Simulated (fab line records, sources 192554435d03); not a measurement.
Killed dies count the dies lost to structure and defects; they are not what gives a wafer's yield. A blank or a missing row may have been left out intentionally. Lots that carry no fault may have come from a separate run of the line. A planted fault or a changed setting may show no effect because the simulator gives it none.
fab line records / flow n5_finfet
record lots=4 wafers=12 last_day=14
route steps=1938 shown SDB@353 DUMMY_REMOVAL@377 HKMG_FIN@385 PASSIVATION@1936
lots that met no fault: taken from a fault-free run of the same line
start_h: start of the lot's first displayed wafer, in hours after the record's first day / wait_h: hours from the lot's prior step to this one / " repeats the value in the row above / L1.1+2: several wafers, shown together as one row / - no value, or no start was given / * or withheld: withheld / < > ~ a bound
route shown NAME@n: names a module that has steps shown in the file, with the first one's number in the route / usual: mean/standard deviation taken from wafers without a fault / same: alike in all rows / chamber/n: place in a boat / sites: the reading at each site / _std_site: standard deviation across them / _edge_site: the outer-site mean with the inner-site mean subtracted / radius_mm: how far each site lies from the wafer's centre / mask NAME#n: copy n / behind: the last tool/chamber to shape the wafer / hold: cause of the lot's hold/its duration in hours/its outcome / device: the n, p or np transistor that did not switch / end of line: tests of these same wafers at the route's end / where a step has no rows: the recipe by itself / killed: at the first sort, the dies lost to defects and structure; wafer yield is something else / map: the dies of a wafer, with x for killed, . for not killed, _ for no die there
set.NAME: the setting as run; set.NAME@STEP: as run at that earlier step / model.NAME: the simulator's own value behind a step, which no gauge read
a table for each step, a row for each wafer; lots at some steps of the route
services: a tool's chamber out of use, with start hour (start_h, from the record's first day; less than 0 if before it), hours out, and reason
## steps
# step N5_SDB_EXPOSE_08
# recipe mask_id=SDB na=1.35 source_shape=conventional sigma_outer=0.5 polarization=unpolarized dose_mj=49.6
# step N5_SDB_PEB_09
# recipe peb_temp_c=withheld peb_time_s=60 resist=CAR-ArF
# step N5_SDB_DEVELOP_10
# recipe develop_time_s=30 developer=TMAH resist=CAR-ArF rinse_liquid=diw dry=air_spin dev_temp_c=23
# step N5_SDB_DESCUM_16
# recipe chemistry=O2 time_s=7.9 source_power_w=50 bias_power_w=20 pressure_mtorr=20 rf_frequency_hz=2.712e+07 temp_c=40 resist=CAR-ArF o2_flow_sccm=225
# step N5_SDB_ETCH_17
# recipe chemistry=CF4 target=SiARC target_depth_a=234 mask_material=CAR-ArF time_s=39 ion_energy_ev=80 pressure_mtorr=40 source_w=545 bias_w=36 Ar_flow_sccm=100 cf4_flow_sccm=100 ends=cleared
# step N5_SDB_ETCH_18
# recipe chemistry=N2/H2 target=SOC target_depth_a=1000 overetch_a=200 mask_material=SiARC temp_c=40 time_s=150 ion_energy_ev=200 pressure_mtorr=30 source_w=840 bias_w=150 n2_flow_sccm=200 h2_flow_sccm=200
# step N5_SDB_STRIP_19
# recipe chemistry=N2/H2 temp_c=40 n2_flow_sccm=200 h2_flow_sccm=200 rf_frequency_hz=6e+07
# step N5_SDB_STRIP_21
# recipe chemistry=CF4 resist=SiARC power_w=300 bias_power_w=75 pressure_mtorr=50 cf4_flow_sccm=150 rf_frequency_hz=6e+07
# step N5_SDB_HM_OPEN_20
# recipe chemistry=CH3F/O2 target=SiNx mask_material=SOC target_depth_a=240 stop_on=poly-Si over_etch_frac=0.4 ion_energy_ev=120 pressure_mtorr=30 source_w=395 bias_w=73 Ar_flow_sccm=150 CH3F_flow_sccm=30 O2_flow_sccm=20
# step N5_SDB_STRIP_22
# recipe chemistry=N2/H2 power_w=1000 temp_c=250 h2_frac=0.65 overash_fraction=0.3 pressure_mtorr=withheld n2_flow_sccm=1750 h2_flow_sccm=3250
# usual drypump_motor_current_A=5.6/0.41 h2_flow_sccm=3251/11 heater_power_w=321/42 oes_product_au=0.715/0.0042 strip_time_to_endpoint_s=96.4/0.39
lot.wafer=L238.1 tool=plasma_asher-01 chamber=1 start_h=95.01 wait_h=0.1 drypump_motor_current_A=6.2 h2_flow_sccm=3264 heater_power_w=289 oes_product_au=0.708 rf_hours_counter_h=86 strip_time_to_endpoint_s=96.0
lot.wafer=L238.4 tool=plasma_asher-01 chamber=1 start_h=95.01 wait_h=0.1 drypump_motor_current_A=6.1 h2_flow_sccm=3247 heater_power_w=286 oes_product_au=0.715 rf_hours_counter_h=- strip_time_to_endpoint_s=96.0
lot.wafer=L238.5 tool=plasma_asher-01 chamber=1 start_h=95.01 wait_h=0.1 drypump_motor_current_A=6.2 h2_flow_sccm=3249 heater_power_w=288 oes_product_au=0.715 rf_hours_counter_h=- strip_time_to_endpoint_s=96.0
lot.wafer=L239.1 tool=plasma_asher-02 chamber=1 start_h=102.97 wait_h=0.1 drypump_motor_current_A=5.9 h2_flow_sccm=3244 heater_power_w=305 oes_product_au=0.713 rf_hours_counter_h=45 strip_time_to_endpoint_s=96.3
lot.wafer=L239.5 tool=plasma_asher-02 chamber=0 start_h=102.97 wait_h=0.1 drypump_motor_current_A=5.3 h2_flow_sccm=3254 heater_power_w=376 oes_product_au=0.717 rf_hours_counter_h=- strip_time_to_endpoint_s=96.8
lot.wafer=L239.6 tool=plasma_asher-02 chamber=1 start_h=102.97 wait_h=0.1 drypump_motor_current_A=5.9 h2_flow_sccm=3258 heater_power_w=306 oes_product_au=0.712 rf_hours_counter_h=- strip_time_to_endpoint_s=96.4
lot.wafer=L245.1 tool=plasma_asher-02 chamber=1 start_h=142.86 wait_h=0.1 drypump_motor_current_A=5.9 h2_flow_sccm=3267 heater_power_w=298 oes_product_au=0.711 rf_hours_counter_h=53 strip_time_to_endpoint_s=97.0
lot.wafer=L245.4 tool=plasma_asher-02 chamber=0 start_h=142.86 wait_h=0.1 drypump_motor_current_A=5.3 h2_flow_sccm=3247 heater_power_w=380 oes_product_au=0.708 rf_hours_counter_h=- strip_time_to_endpoint_s=97.1
lot.wafer=L245.5 tool=plasma_asher-02 chamber=0 start_h=142.86 wait_h=0.1 drypump_motor_current_A=5.3 h2_flow_sccm=3241 heater_power_w=400 oes_product_au=0.706 rf_hours_counter_h=- strip_time_to_endpoint_s=97.2
lot.wafer=L247.1 tool=plasma_asher-02 chamber=1 start_h=158.38 wait_h=0.1 drypump_motor_current_A=5.9 h2_flow_sccm=3254 heater_power_w=304 oes_product_au=0.721 rf_hours_counter_h=56 strip_time_to_endpoint_s=96.1
lot.wafer=L247.2 tool=plasma_asher-02 chamber=0 start_h=158.38 wait_h=0.1 drypump_motor_current_A=5.3 h2_flow_sccm=3255 heater_power_w=390 oes_product_au=0.718 rf_hours_counter_h=56 strip_time_to_endpoint_s=95.9
lot.wafer=L247.5 tool=plasma_asher-02 chamber=0 start_h=158.38 wait_h=0.1 drypump_motor_current_A=5.3 h2_flow_sccm=3274 heater_power_w=379 oes_product_au=0.716 rf_hours_counter_h=- strip_time_to_endpoint_s=96.3
# step N5_SDB_PRECLEAN_23
# recipe chemistry=dHF time_s=30 temp_c=25 dilution=withheld
# step N5_SDB_DUMMY_REMOVE_24
# recipe chemistry=TMAH temp_c=70 target=poly-Si stop_on=SiO2 target_depth_nm=142 conc_wt_pct=5 time_s=57 dry=ipa_marangoni rinse_time_s=30 rinse_temp_c=23
# step N5_SDB_ETCH_25
# recipe chemistry=C4F6/O2 target=SiO2 target_depth_a=100 time_s=3.3 ion_energy_ev=250 mask_material=SiNx pressure_mtorr=30 source_w=345 bias_w=185 Ar_flow_sccm=300 C4F6_flow_sccm=10 O2_flow_sccm=10
# step N5_SDB_CUT_ETCH_26
# recipe chemistry=HBr/Cl2/O2 target=Si target_depth_a=1296 bt_time_s=20 mask_material=SiNx time_s=51.8 ion_energy_ev=* bias_w=* pressure_mtorr=10 icp_w=800 HBr_flow_sccm=150 Cl2_flow_sccm=80 O2_flow_sccm=12
# step N5_SDB_PRECLEAN_38
# recipe chemistry=dHF time_s=10 dilution=750:1 temp_c=25
# step N5_SDB_PRECLEAN_39
# recipe chemistry=O3/DIW time_s=45 temp_c=22 o3_ppm=10
# step N5_SDB_SRD_28
# recipe dry=ipa_marangoni time_s=30 temp_c=23 rinse_liquid=diw
# step N5_SDB_ALD_29
# recipe material=SiNx target_thk_a=300 temp_c=400 ald_precursor_family=SiH2I2 ald_co_reactant=N2/H2-plasma pulse_time_s=1 ald_cycles=600 purge_time_s=2 co_reactant_purge_time_s=2 pressure_torr=2
# step N5_SDB_CMP_30
# recipe stop_on=poly-Si t_overpolish_s=1.54 post_cmp_clean=alkaline_brush down_force_psi=4.1491 platen_rpm=51.796 pad_velocity_m_s=1.0306 target_thk_nm=30
# step N5_DUMMY_REMOVAL_HM_STRIP_01
# recipe chemistry=CH3F/O2 material=SiNx target_depth_a=40 stop_on=poly-Si time_s=6.8 over_etch_frac=0.3 ion_energy_ev=60 power_w=410 bias_w=29 Ar_flow_sccm=150 CH3F_flow_sccm=30 O2_flow_sccm=20
# step N5_DUMMY_REMOVAL_STRIP_10
# recipe chemistry=N2/H2 time_s=40 power_w=100 temp_c=40 pressure_mtorr=100 rf_frequency_hz=6e+07 bias_power_w=3 n2_flow_sccm=300 h2_flow_sccm=300
# step N5_DUMMY_REMOVAL_PRECLEAN_07
# recipe chemistry=dHF time_s=30 temp_c=25 dilution=withheld
# step N5_DUMMY_REMOVAL_DUMMY_REMOVE_02
# recipe chemistry=TMAH temp_c=70 target=poly-Si stop_on=SiO2 target_depth_nm=142 conc_wt_pct=5 time_s=57 dry=ipa_marangoni rinse_time_s=30 rinse_temp_c=23
# step N5_DUMMY_REMOVAL_PRECLEAN_08
# recipe chemistry=NF3:NH3 afs_cycles=2 temp_c=30 time_s=20 sublimation_temp_c=180 sublimation_time_s=60 pressure_torr=3 rf_power_w=30
# step N5_DUMMY_REMOVAL_PRECLEAN_04
# recipe chemistry=DHF time_s=37 temp_c=25 dilution=500:1
# step N5_DUMMY_REMOVAL_SRD_05
# recipe dry=ipa_marangoni do_ppb=5 time_s=30 temp_c=23 rinse_liquid=diw
# step N5_HKMG_FIN_IL_REGROW_00
# recipe material=SiO2 target_thk_a=7.5 chemistry=O3 temp_c=withheld time_s=30
# step N5_HKMG_FIN_HK_ALD_01
# recipe material=HfO2 target_thk_a=16 temp_c=withheld ald_precursor_family=HfCl4 ald_co_reactant=H2O pulse_time_s=3 purge_time_s=3 co_reactant_purge_time_s=2.5 co_reactant_pulse_time_s=0.3 ald_cycles=30
# step N5_HKMG_FIN_HK_ANNEAL_02
# recipe temp_c=700 time_s=30 ambient=N2 idle_temp_c=600 ramp_up_c_per_s=150 ramp_down_c_per_s=60 cool_to_c=600
# step N5_HKMG_FIN_ALD_74
# recipe material=La2O3 target_thk_a=5 temp_c=250 ald_precursor_family=La-Cp ald_co_reactant=O3 pulse_time_s=6 co_reactant_pulse_time_s=1 purge_time_s=3 co_reactant_purge_time_s=3
# step N5_HKMG_FIN_ALD_75
# recipe material=Al2O3 target_thk_a=10 temp_c=150 ald_precursor_family=TMA ald_co_reactant=H2O pulse_time_s=withheld co_reactant_pulse_time_s=1
# step N5_HKMG_FIN_COAT_41
# recipe resist=SOC temp_c=250 time_s=60 spin_rpm=1500 resist_thk_nm=300
# step N5_HKMG_FIN_COAT_42
# recipe resist=SiARC temp_c=220 time_s=60 spin_rpm=1500 resist_thk_nm=35
# step N5_HKMG_FIN_COAT_43
# recipe resist=CAR-ArF spin_rpm=1500 resist_thk_nm=90
# step N5_HKMG_FIN_EBR_45
# recipe solvent=PGMEA ebr_width_mm=1.5
# step N5_HKMG_FIN_SOFTBAKE_44
# recipe temp_c=110 time_s=60 resist=CAR-ArF
# step N5_PASSIVATION_PROBE_49
# usual defect_limited_yield=91.1/1.5 killed_at_M0_to_M3=36/11 killed_at_M4_up=13/5 killed_at_contacts=13/5 killed_at_front_end=40/12 killed_at_other=3.3/2.3 killed_dies=106/17 killed_open=70/13 killed_short=34/7.6 sort_bin_5_function=5.3/0.96 sort_bin_6_memory=3.3/0.66 sort_n_pass=1074/17 sort_yield_pct=91.1/1.5
# same gross_dies=1180 killed_at_back_side=0 sort_bin_4_leakage[%]=0 sort_bin_8_speed[%]=0
lot.wafer=L238.1 tool=prober-02 chamber=- start_h=296.05 wait_h=0.0 defect_limited_yield[%]=87.6 killed_at_M0_to_M3=72 killed_at_M4_up=26 killed_at_contacts=4 killed_at_front_end=41 killed_at_other=3 killed_dies=146 killed_open=101 killed_short=45 sort_bin_5_function[%]=7.5 sort_bin_6_memory[%]=4.8 sort_n_pass=1034 sort_yield_pct[%]=87.6
lot.wafer=L238.4 tool=prober-02 chamber=- start_h=296.20 wait_h=0.2 defect_limited_yield[%]=89.4 killed_at_M0_to_M3=46 killed_at_M4_up=17 killed_at_contacts=16 killed_at_front_end=44 killed_at_other=2 killed_dies=125 killed_open=80 killed_short=45 sort_bin_5_function[%]=6.4 sort_bin_6_memory[%]=4.0 sort_n_pass=1055 sort_yield_pct[%]=89.4
lot.wafer=L238.5 tool=prober-02 chamber=- start_h=296.25 wait_h=0.2 defect_limited_yield[%]=90.3 killed_at_M0_to_M3=44 killed_at_M4_up=14 killed_at_contacts=12 killed_at_front_end=42 killed_at_other=3 killed_dies=115 killed_open=72 killed_short=43 sort_bin_5_function[%]=6.3 sort_bin_6_memory[%]=3.2 sort_n_pass=1065 sort_yield_pct[%]=90.3
lot.wafer=L239.6 tool=prober-01 chamber=- start_h=298.96 wait_h=0.3 defect_limited_yield[%]=90.8 killed_at_M0_to_M3=50 killed_at_M4_up=9 killed_at_contacts=12 killed_at_front_end=34 killed_at_other=3 killed_dies=108 killed_open=72 killed_short=36 sort_bin_5_function[%]=6.2 sort_bin_6_memory[%]=2.9 sort_n_pass=1072 sort_yield_pct[%]=90.8
lot.wafer=L247.1 tool=prober-02 chamber=- start_h=342.20 wait_h=0.0 defect_limited_yield[%]=83.4 killed_at_M0_to_M3=56 killed_at_M4_up=8 killed_at_contacts=8 killed_at_front_end=122 killed_at_other=2 killed_dies=196 killed_open=71 killed_short=32 sort_bin_5_function[%]=11.4 sort_bin_6_memory[%]=3.6 sort_n_pass=984 sort_yield_pct[%]=83.4
lot.wafer=L247.2 tool=prober-02 chamber=- start_h=342.25 wait_h=0.1 defect_limited_yield[%]=91.3 killed_at_M0_to_M3=45 killed_at_M4_up=9 killed_at_contacts=9 killed_at_front_end=36 killed_at_other=4 killed_dies=103 killed_open=67 killed_short=30 sort_bin_5_function[%]=5.7 sort_bin_6_memory[%]=2.8 sort_n_pass=1077 sort_yield_pct[%]=91.3
lot.wafer=L247.5 tool=prober-02 chamber=- start_h=342.40 wait_h=0.2 defect_limited_yield[%]=89.8 killed_at_M0_to_M3=39 killed_at_M4_up=9 killed_at_contacts=20 killed_at_front_end=50 killed_at_other=2 killed_dies=120 killed_open=81 killed_short=36 sort_bin_5_function[%]=6.6 sort_bin_6_memory[%]=3.1 sort_n_pass=1060 sort_yield_pct[%]=89.8
lot.wafer=L245.1 tool=prober-01 chamber=- start_h=346.38 wait_h=0.0 defect_limited_yield[%]=85.2 killed_at_M0_to_M3=34 killed_at_M4_up=19 killed_at_contacts=9 killed_at_front_end=111 killed_at_other=2 killed_dies=175 killed_open=45 killed_short=35 sort_bin_5_function[%]=9.9 sort_bin_6_memory[%]=4.1 sort_n_pass=1005 sort_yield_pct[%]=85.2
lot.wafer=L245.4 tool=prober-01 chamber=- start_h=346.53 wait_h=0.2 defect_limited_yield[%]=92.1 killed_at_M0_to_M3=36 killed_at_M4_up=7 killed_at_contacts=11 killed_at_front_end=38 killed_at_other=1 killed_dies=93 killed_open=60 killed_short=32 sort_bin_5_function[%]=4.5 sort_bin_6_memory[%]=3.1 sort_n_pass=1087 sort_yield_pct[%]=92.1
lot.wafer=L245.5 tool=prober-01 chamber=- start_h=346.58 wait_h=0.2 defect_limited_yield[%]=92.7 killed_at_M0_to_M3=30 killed_at_M4_up=10 killed_at_contacts=14 killed_at_front_end=31 killed_at_other=1 killed_dies=86 killed_open=53 killed_short=33 sort_bin_5_function[%]=4.2 sort_bin_6_memory[%]=2.9 sort_n_pass=1094 sort_yield_pct[%]=92.7
# killed by level:class
L238.1 BEOL_M0_SAQP:geometric_particle:open=18 BEOL_M4:geometric_particle:open=18 STI_FIN_REVEAL:geometric_particle:open=14 BEOL_M2:geometric_particle:open=13 BEOL_M0_SAQP:geometric_particle:short=10 BEOL_M3:geometric_particle:open=10 BEOL_M1:geometric_particle:open=9 FIN_SAQP:geometric_particle:short=8
L238.4 MOL_CONTACT_COAG:geometric_particle:open=13 BEOL_M0_SAQP:geometric_particle:short=12 BEOL_M0_SAQP:geometric_particle:open=10 FIN_SAQP:geometric_particle:open=9 FIN_SAQP:geometric_particle:short=9 BEOL_M2:geometric_particle:open=9 BEOL_M4:geometric_particle:open=8 STI_FIN_REVEAL:geometric_particle:open=6
L238.5 BEOL_M0_SAQP:geometric_particle:open=16 FIN_SAQP:geometric_particle:short=11 BEOL_M0_SAQP:geometric_particle:short=10 FIN_SAQP:geometric_particle:open=9 MOL_CONTACT_COAG:geometric_particle:open=9 STI_FIN_REVEAL:geometric_particle:open=7 BEOL_M4:geometric_particle:open=6 BEOL_M2:geometric_particle:open=5
L239.6 BEOL_M0_SAQP:geometric_particle:short=17 MOL_CONTACT_COAG:geometric_particle:open=10 BEOL_M0_SAQP:geometric_particle:open=8 BEOL_M3:geometric_particle:open=8 GATE_CUT:geometric_particle:open=7 BEOL_M1:geometric_particle:open=7 BEOL_M2:geometric_particle:open=7 FIN_SAQP:geometric_particle:open=5
L247.1 SDB:unspecified=88 BEOL_M3:geometric_particle:open=21 BEOL_M0_SAQP:geometric_particle:open=10 BEOL_M2:geometric_particle:open=7 DUMMY_GATE:geometric_particle:open=6 GATE_CUT:geometric_particle:short=6 BEOL_M3:geometric_particle:short=6 MOL_CONTACT_COAG:geometric_particle:open=6
L247.2 BEOL_M0_SAQP:geometric_particle:open=13 STI_FIN_REVEAL:geometric_particle:open=12 BEOL_M0_SAQP:geometric_particle:short=8 MOL_CONTACT_COAG:geometric_particle:open=7 BEOL_M3:geometric_particle:open=7 BEOL_M3:geometric_particle:short=6 GATE_CUT:geometric_particle:short=5 BEOL_M4:geometric_particle:open=4
L247.5 MOL_CONTACT_COAG:geometric_particle:open=18 BEOL_M3:geometric_particle:open=15 STI_FIN_REVEAL:geometric_particle:open=10 FIN_SAQP:geometric_particle:open=9 DUMMY_GATE:geometric_particle:open=7 BEOL_M0_SAQP:geometric_particle:short=7 BEOL_M4:geometric_particle:open=7 STI_FIN_REVEAL:geometric_particle:short=5
L245.1 SDB:unspecified=93 BEOL_M0_SAQP:geometric_particle:open=13 BEOL_M0_SAQP:geometric_particle:short=13 BEOL_M4:geometric_particle:short=7 DUMMY_GATE:geometric_particle:open=5 BEOL_M4:geometric_particle:open=5 MOL_CONTACT_COAG:geometric_particle:short=5 BEOL_M2:geometric_particle:open=5
L245.4 STI_FIN_REVEAL:geometric_particle:open=9 BEOL_M0_SAQP:geometric_particle:short=9 MOL_CONTACT_COAG:geometric_particle:open=8 BEOL_M0_SAQP:geometric_particle:open=8 BEOL_M3:geometric_particle:open=8 DUMMY_GATE:geometric_particle:open=7 FIN_SAQP:geometric_particle:short=6 BEOL_M3:geometric_particle:short=5
L245.5 MOL_CONTACT_COAG:geometric_particle:open=8 FIN_SAQP:geometric_particle:open=7 STI_FIN_REVEAL:geometric_particle:open=7 BEOL_M0_SAQP:geometric_particle:short=7 MOL_CONTACT_COAG:geometric_particle:short=6 BEOL_M2:geometric_particle:open=6 FIN_SAQP:geometric_particle:short=5 BEOL_M1:geometric_particle:short=4
# map L245.1 (x killed, . not)
_________________............________________
______________.........x.x.xxx.._____________
___________..........x.xxxxx.xx....__________
__________.........x....xxxxx..xxx.._________
________..............xxxxxxxxxx.x...._______
_______.........x....x.xxxxxxxxx.....x.______
______x..x.........x...xxxxxxxxxx.x....._____
_____.................xxxxxxxx.xxx.......____
____..x..........x....xxxxxxxxxxxx........___
___...................xxxxxxxxxxxx....x....__
___.................x.xxxxxxxx....x........__
__...........x..........x...x.xx............_
__.............x......xx.x..........x......x_
_........x...................................
_................x............x..............
_..........x.................................
_.............x.x......................x...xx
_.........x....x..x.......x..............x..x
_x......x..........x.........x......x....xx..
_.x......................................x...
_.................x.............x.........x..
__....x...x.........x.....x................._
__.......................x.x................_
___.....x.......................x..........__
___.......x..x.......x...............x.....__
____.....................x...x...........x___
_____...................x.............x..____
______..........................x....xx._____
_______.x..xx..........................______
________................xx............_______
__________.........x........x..x...._________
___________........................__________
______________.x................_____________
_________________..x.........________________
# map L247.1 (x killed, . not)
_________________............________________
______________x..x.....x...x...._____________
___________.x...........x.....x....__________
__________..........xxxx.xxxxxxx...._________
________..x..x.....x.xx.xxxxxxxx......_______
_______..............xxxxxxxxxxxx......______
______.....x..........xx.xxxxxx.xx.x...x_____
_____...............xxxxxxxxxxxxxxx...x..____
____...x.........x.xx.xxxxxxxxxx....x.....___
___..x........x...xx.xxxxxxxxx.xx..........__
___..........x.......x...xxxx.x............__
__x......x..........xxx...x.x..............._
__.......x.x........x.x.x.x.x......x........_
_x........x..............x...................
_..................x.........................
_......................x...............x.x...
_...............x..x..x.......x........xx....
_...........x.....x..........................
_...............x..xx.x...x........x..x......
_.x.x....................x.x...x......x.x....
_.................x....................xx...x
__.....x......xx......x..x..........x......._
__...xx......x....xx......x................._
___...x..x......................x.....x....__
___........................................__
____.............x.....xxx....x...........___
_____..x.................................____
______...............xx.........x......._____
_______................................______
________.....x........x..............._______
__________...x...........x.........._________
___________.....x......x...........__________
______________...xx.........x.x._____________
_________________.x....x.x.x.________________
## services
tool=plasma_asher-01 chamber=- start_h=78.79 hours=3.6 kind=repair
## key
first_sign step=N5_PASSIVATION_PROBE_49 reading=killed_at_front_end direction=up sigmas=6.3 usual=40 struck=116
effect step=N5_PASSIVATION_PROBE_49 reading=killed_dies direction=up sigmas=4.6 usual=106 struck=186
more_kills_born_at N5_SDB_STRIP_22@plasma_asher-02=181
met_at N5_SDB_STRIP_22
struck_wafers L245.1,L247.1
onset_between 102.97 142.86
fault kind=chamber_particle_source tool=plasma_asher-02 chamber=1 onset_h=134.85 steps=N5_SDB_STRIP_22 rate_per_visit_cm2=0.37796 end_h=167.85
